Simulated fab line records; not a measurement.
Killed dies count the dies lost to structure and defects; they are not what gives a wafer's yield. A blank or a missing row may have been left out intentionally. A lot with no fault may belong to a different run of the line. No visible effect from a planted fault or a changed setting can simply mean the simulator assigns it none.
Which tool was responsible? || flow nand-harc || 11 lots with 33 wafers sampled at 6 steps, on a route of 1159 steps

## WHAT THE GAUGES SHOWED, per wafer
NHARC_P_M1_INSPECT_11.
{"lot": "L592", "measured": "day 6 08:21", "on": "defect-inspect-01", "raw-defect-count": "7 0 4"}
{"lot": "L593", "measured": "day 6 09:12", "on": "defect-inspect-02", "raw-defect-count": "4 2 0"}
{"lot": "L595", "measured": "day 6 22:45", "on": "defect-inspect-01", "raw-defect-count": "8 6 5"}
{"lot": "L596", "measured": "day 7 00:08", "on": "defect-inspect-02", "raw-defect-count": "4 4 5"}
{"lot": "L599", "measured": "day 7 20:03", "on": "defect-inspect-01", "raw-defect-count": "3 0 6"}
{"lot": "L600", "measured": "day 8 09:08", "on": "defect-inspect-01", "raw-defect-count": "3 8 4"}
{"lot": "L601", "measured": "day 8 10:34", "on": "defect-inspect-01", "raw-defect-count": "7 5 1"}
{"lot": "L604", "measured": "day 9 03:35", "on": "defect-inspect-01", "raw-defect-count": "4 4 4"}
{"lot": "L602", "measured": "day 9 04:19", "on": "defect-inspect-01", "raw-defect-count": "5 6 1"}
{"lot": "L608", "measured": "day 10 08:27", "on": "defect-inspect-01", "raw-defect-count": "2 1 1"}
{"lot": "L612", "measured": "day 11 08:04", "on": "defect-inspect-01", "raw-defect-count": "318 2 326"}

NHARC_P_M1_THK_MEAS_24: measures by xrf.
{"lot": "L592", "measured": "day 6 11:04", "on": "film-metro-02", "thk-nm (nm)": "163.1 160.1 155.5"}
{"lot": "L593", "measured": "day 6 12:17", "on": "film-metro-01", "thk-nm (nm)": "157.7 157.3 159.6"}
{"lot": "L595", "measured": "day 7 01:16", "on": "film-metro-01", "thk-nm (nm)": "157.6 157.2 157.6"}
{"lot": "L596", "measured": "day 7 02:43", "on": "film-metro-01", "thk-nm (nm)": "158.4 157.6 154.6"}
{"lot": "L599", "measured": "day 7 22:49", "on": "film-metro-01", "thk-nm (nm)": "158.0 156.6 155.9"}
{"lot": "L600", "measured": "day 8 11:41", "on": "film-metro-01", "thk-nm (nm)": "157.3 155.5 159.6"}
{"lot": "L601", "measured": "day 8 13:02", "on": "film-metro-01", "thk-nm (nm)": "157.5 156.5 154.9"}
{"lot": "L604", "measured": "day 9 06:05", "on": "film-metro-02", "thk-nm (nm)": "158.1 156.4 157.2"}
{"lot": "L602", "measured": "day 9 06:48", "on": "film-metro-02", "thk-nm (nm)": "159.7 158.8 157.7"}
{"lot": "L608", "measured": "day 10 10:56", "on": "film-metro-01", "thk-nm (nm)": "156.6 156.4 159.2"}
{"lot": "L612", "measured": "day 11 10:33", "on": "film-metro-02", "thk-nm (nm)": "157.6 157.4 158.1"}

NHARC_END_SORT_01.
{"lot": "L601", "measured": "day 21 09:37", "on": "prober-02", "defect-limited-yield (%)": "94.1 95.9 94.2", "killed-at-array": "36 26 33", "killed-at-other": "1 0 0", "killed-at-periphery": "3 2 6", "killed-dies": "40 28 39", "killed-open": "3 5 8", "killed-short": "1 4 5", "sort_bin_2_pct (%)": "1.8 1.5 1.9", "sort_bin_3_pct (%)": "0 0.15 0.44", "sort_bin_4_pct (%)": "4.1 2.5 3.4", "sort-n-pass": "637 649 638", "sort-rim-yield-pct (%)": "97.2 93.4 96.2", "sort-yield-pct (%)": "94.1 95.9 94.2"}
{"lot": "L612", "measured": "day 24 16:04", "on": "prober-01", "defect-limited-yield (%)": "86.0 97.5 86.7", "killed-at-array": "31 15 21", "killed-at-other": "0 0 0", "killed-at-periphery": "64 2 69", "killed-dies": "95 17 90", "killed-open": "4 3 1", "killed-short": "3 0 4", "sort_bin_2_pct (%)": "5.6 1.2 5.9", "sort_bin_3_pct (%)": "1.77 0 1.48", "sort_bin_4_pct (%)": "6.6 1.3 5.9", "sort-n-pass": "582 660 587", "sort-rim-yield-pct (%)": "91.5 95.3 89.6", "sort-yield-pct (%)": "86.0 97.5 86.7"}

## WHAT TOOL EACH LOT RAN ON (gives the tool, then ch and the chambers of the sampled wafers, and finally the start)
{"lot": "L592", "NHARC_P_M0_PRE_CLEAN_31": "pecvd-04 ch 1,2, day 6 07:03", "NHARC_P_M1_STRIP_18": "rie-diel-10 ch 0,2, day 6 08:50", "NHARC_P_M1_PVD_20": "pvd-sputter-02, day 6 11:04 or earlier"}
{"lot": "L593", "NHARC_P_M0_PRE_CLEAN_31": "pecvd-01 ch 0,1,2, day 6 07:32", "NHARC_P_M1_STRIP_18": "rie-diel-02 ch 1,2,3, day 6 10:07", "NHARC_P_M1_PVD_20": "pvd-sputter-02, day 6 12:17 or earlier"}
{"lot": "L595", "NHARC_P_M0_PRE_CLEAN_31": "pecvd-03 ch 0,2, day 6 21:17", "NHARC_P_M1_STRIP_18": "rie-diel-02 ch 1,2, day 6 23:12", "NHARC_P_M1_PVD_20": "pvd-sputter-02, day 7 01:16 or earlier"}
{"lot": "L596", "NHARC_P_M0_PRE_CLEAN_31": "pecvd-03 ch 0,1,2, day 6 22:32", "NHARC_P_M1_STRIP_18": "rie-diel-12 ch 1,2, day 7 00:36", "NHARC_P_M1_PVD_20": "pvd-sputter-02, day 7 02:43 or earlier"}
{"lot": "L599", "NHARC_P_M0_PRE_CLEAN_31": "pecvd-04 ch 0,1,2, day 7 18:46", "NHARC_P_M1_STRIP_18": "rie-diel-10 ch 1,2,3, day 7 20:31", "NHARC_P_M1_PVD_20": "pvd-sputter-02, day 7 22:49 or earlier"}
{"lot": "L600", "NHARC_P_M0_PRE_CLEAN_31": "pecvd-01 ch 0,1,2, day 8 07:40", "NHARC_P_M1_STRIP_18": "rie-diel-12 ch 0,3, day 8 09:34", "NHARC_P_M1_PVD_20": "pvd-sputter-03, day 8 11:41 or earlier"}
{"lot": "L601", "NHARC_P_M0_PRE_CLEAN_31": "pecvd-01 ch 0,1, day 8 09:15", "NHARC_P_M1_STRIP_18": "rie-diel-12 ch 0,2,3, day 8 11:03", "NHARC_P_M1_PVD_20": "pvd-sputter-01, day 8 13:02 or earlier"}
{"lot": "L604", "NHARC_P_M0_PRE_CLEAN_31": "pecvd-04 ch 1,2, day 9 01:59", "NHARC_P_M1_STRIP_18": "rie-diel-12 ch 1,2,3, day 9 04:02", "NHARC_P_M1_PVD_20": "pvd-sputter-03, day 9 06:05 or earlier"}
{"lot": "L602", "NHARC_P_M0_PRE_CLEAN_31": "pecvd-03 ch 0,1,2, day 9 02:53", "NHARC_P_M1_STRIP_18": "rie-diel-12 ch 0,1,3, day 9 04:47", "NHARC_P_M1_PVD_20": "pvd-sputter-01, day 9 06:48 or earlier"}
{"lot": "L608", "NHARC_P_M0_PRE_CLEAN_31": "pecvd-04 ch 0,1, day 10 07:01", "NHARC_P_M1_STRIP_18": "rie-diel-10 ch 0,1,3, day 10 08:53", "NHARC_P_M1_PVD_20": "pvd-sputter-01, day 10 10:56 or earlier"}
{"lot": "L612", "NHARC_P_M0_PRE_CLEAN_31": "pecvd-04 ch 1,2, day 11 06:38", "NHARC_P_M1_STRIP_18": "rie-diel-02 ch 0,1,2, day 11 08:32", "NHARC_P_M1_PVD_20": "pvd-sputter-01, day 11 10:33 or earlier"}
- NHARC_P_M0_PRE_CLEAN_31: time 12 s.
- NHARC_P_M1_STRIP_18: strips in N2/H2.
- NHARC_P_M1_PVD_20: deposits TaN, target thk 5 nm, time 8.06 s.

## WHAT THE TOOLS THEMSELVES READ (means of the sampled wafers that have a number; where no wafer has one, the mark that the record gives instead)
NHARC_P_M0_PRE_CLEAN_31.
{"lot": "L592", "tool": "pecvd-04", "heater-power-outer-w (W)": 423, "heater-power-w (W)": 742}
{"lot": "L593", "tool": "pecvd-01", "heater-power-outer-w (W)": 390, "heater-power-w (W)": 641}
{"lot": "L595", "tool": "pecvd-03", "heater-power-outer-w (W)": 366, "heater-power-w (W)": 633}
{"lot": "L596", "tool": "pecvd-03", "heater-power-outer-w (W)": 366, "heater-power-w (W)": 636}
{"lot": "L599", "tool": "pecvd-04", "heater-power-outer-w (W)": 409, "heater-power-w (W)": 708}
{"lot": "L600", "tool": "pecvd-01", "heater-power-outer-w (W)": 369, "heater-power-w (W)": 624}
{"lot": "L601", "tool": "pecvd-01", "heater-power-outer-w (W)": 367, "heater-power-w (W)": 566}
{"lot": "L604", "tool": "pecvd-04", "heater-power-outer-w (W)": 405, "heater-power-w (W)": 725}
{"lot": "L602", "tool": "pecvd-03", "heater-power-outer-w (W)": 316, "heater-power-w (W)": 567}
{"lot": "L608", "tool": "pecvd-04", "heater-power-outer-w (W)": 392, "heater-power-w (W)": 697}
{"lot": "L612", "tool": "pecvd-04", "heater-power-outer-w (W)": 424, "heater-power-w (W)": 736}

NHARC_P_M1_STRIP_18.
{"lot": "L592", "tool": "rie-diel-10", "drypump-motor-current-A (A)": 5.4, "oes-product-au (a.u.)": 1.001, "rf-vpp-V (V)": 91.1, "showerhead-plenum-p-Torr (Torr)": 2.04, "throttle-valve-pct (%)": 14.181}
{"lot": "L593", "tool": "rie-diel-02", "drypump-motor-current-A (A)": 5.5, "oes-product-au (a.u.)": 0.995, "rf-vpp-V (V)": 90.6, "showerhead-plenum-p-Torr (Torr)": 1.99, "throttle-valve-pct (%)": 14.166}
{"lot": "L595", "tool": "rie-diel-02", "drypump-motor-current-A (A)": 5.9, "oes-product-au (a.u.)": 0.999, "rf-vpp-V (V)": 91.3, "showerhead-plenum-p-Torr (Torr)": 1.99, "throttle-valve-pct (%)": 14.172}
{"lot": "L596", "tool": "rie-diel-12", "drypump-motor-current-A (A)": 5.1, "oes-product-au (a.u.)": 1.003, "rf-vpp-V (V)": 90.3, "showerhead-plenum-p-Torr (Torr)": 2.14, "throttle-valve-pct (%)": 14.181}
{"lot": "L599", "tool": "rie-diel-10", "drypump-motor-current-A (A)": 5.1, "oes-product-au (a.u.)": 0.993, "rf-vpp-V (V)": 91.2, "showerhead-plenum-p-Torr (Torr)": 2.09, "throttle-valve-pct (%)": 14.173}
{"lot": "L600", "tool": "rie-diel-12", "drypump-motor-current-A (A)": 5.6, "oes-product-au (a.u.)": 1.025, "rf-vpp-V (V)": 90.9, "showerhead-plenum-p-Torr (Torr)": 1.99, "throttle-valve-pct (%)": 14.183}
{"lot": "L601", "tool": "rie-diel-12", "drypump-motor-current-A (A)": 5.4, "oes-product-au (a.u.)": 1.010, "rf-vpp-V (V)": 90.0, "showerhead-plenum-p-Torr (Torr)": 2.06, "throttle-valve-pct (%)": 14.172}
{"lot": "L604", "tool": "rie-diel-12", "drypump-motor-current-A (A)": 5.3, "oes-product-au (a.u.)": 1.023, "rf-vpp-V (V)": 91.0, "showerhead-plenum-p-Torr (Torr)": 2.08, "throttle-valve-pct (%)": 14.171}
{"lot": "L602", "tool": "rie-diel-12", "drypump-motor-current-A (A)": 5.6, "oes-product-au (a.u.)": 1.012, "rf-vpp-V (V)": 90.6, "showerhead-plenum-p-Torr (Torr)": 2.01, "throttle-valve-pct (%)": 14.165}
{"lot": "L608", "tool": "rie-diel-10", "drypump-motor-current-A (A)": 5.6, "oes-product-au (a.u.)": 0.996, "rf-vpp-V (V)": 89.6, "showerhead-plenum-p-Torr (Torr)": 2.04, "throttle-valve-pct (%)": 14.172}
{"lot": "L612", "tool": "rie-diel-02", "drypump-motor-current-A (A)": 5.8, "oes-product-au (a.u.)": 1.007, "rf-vpp-V (V)": 90.5, "showerhead-plenum-p-Torr (Torr)": 2.04, "throttle-valve-pct (%)": 14.168}

NHARC_P_M1_PVD_20.
{"lot": "L592", "tool": "pvd-sputter-02", "throttle-valve-pct (%)": 30.5}
{"lot": "L593", "tool": "pvd-sputter-02", "throttle-valve-pct (%)": 29.9}
{"lot": "L595", "tool": "pvd-sputter-02", "throttle-valve-pct (%)": 30.1}
{"lot": "L596", "tool": "pvd-sputter-02", "throttle-valve-pct (%)": 30.1}
{"lot": "L599", "tool": "pvd-sputter-02", "throttle-valve-pct (%)": 30.3}
{"lot": "L600", "tool": "pvd-sputter-03", "throttle-valve-pct (%)": 31.1}
{"lot": "L601", "tool": "pvd-sputter-01", "throttle-valve-pct (%)": 30.1}
{"lot": "L604", "tool": "pvd-sputter-03", "throttle-valve-pct (%)": 30.3}
{"lot": "L602", "tool": "pvd-sputter-01", "throttle-valve-pct (%)": 30.1}
{"lot": "L608", "tool": "pvd-sputter-01", "throttle-valve-pct (%)": 29.5}
{"lot": "L612", "tool": "pvd-sputter-01", "throttle-valve-pct (%)": 29.4}

## THE ANSWER, worked out from the rows above alone
Rule: the usual values come from the lots themselves. The widest of any qualifying gaps counts: lots, ordered by their means at a reading, are off when they make up no more than a third of the lots, leave a main group of 4 or more, and stand apart from it by 3 or more times the standard deviation of that group's means. The tables above print the reading to a certain number of digits; a main group whose means all agree to those digits is not used. Also off: a lot with no number at a reading for which 4 or more lots have one. Where the step has rows for the other lots, those lots are counted as sound. Order of review: gauges by route order, followed by the tools' own readings, for which a lot's mean as printed above is used. At the first step where some lot is off, the reading lying furthest off is the one used; lots without a number count as furthest.
Off, at NHARC_P_M1_INSPECT_11 on raw-defect-count: L612. Mean 3.8 and standard deviation 1.4 in the main group.
If a tool, at a process step before that reading, ran all the lots that are off and no sound lot after the first of them, it fits. The gauges at NHARC_P_M1_INSPECT_11 are tried like those tools. 2 tools fit, pecvd-04 at NHARC_P_M0_PRE_CLEAN_31 and defect-inspect-01 at NHARC_P_M1_INSPECT_11, so this cannot tell which one it is.

## WHAT THE SIMULATOR HAD PUT IN
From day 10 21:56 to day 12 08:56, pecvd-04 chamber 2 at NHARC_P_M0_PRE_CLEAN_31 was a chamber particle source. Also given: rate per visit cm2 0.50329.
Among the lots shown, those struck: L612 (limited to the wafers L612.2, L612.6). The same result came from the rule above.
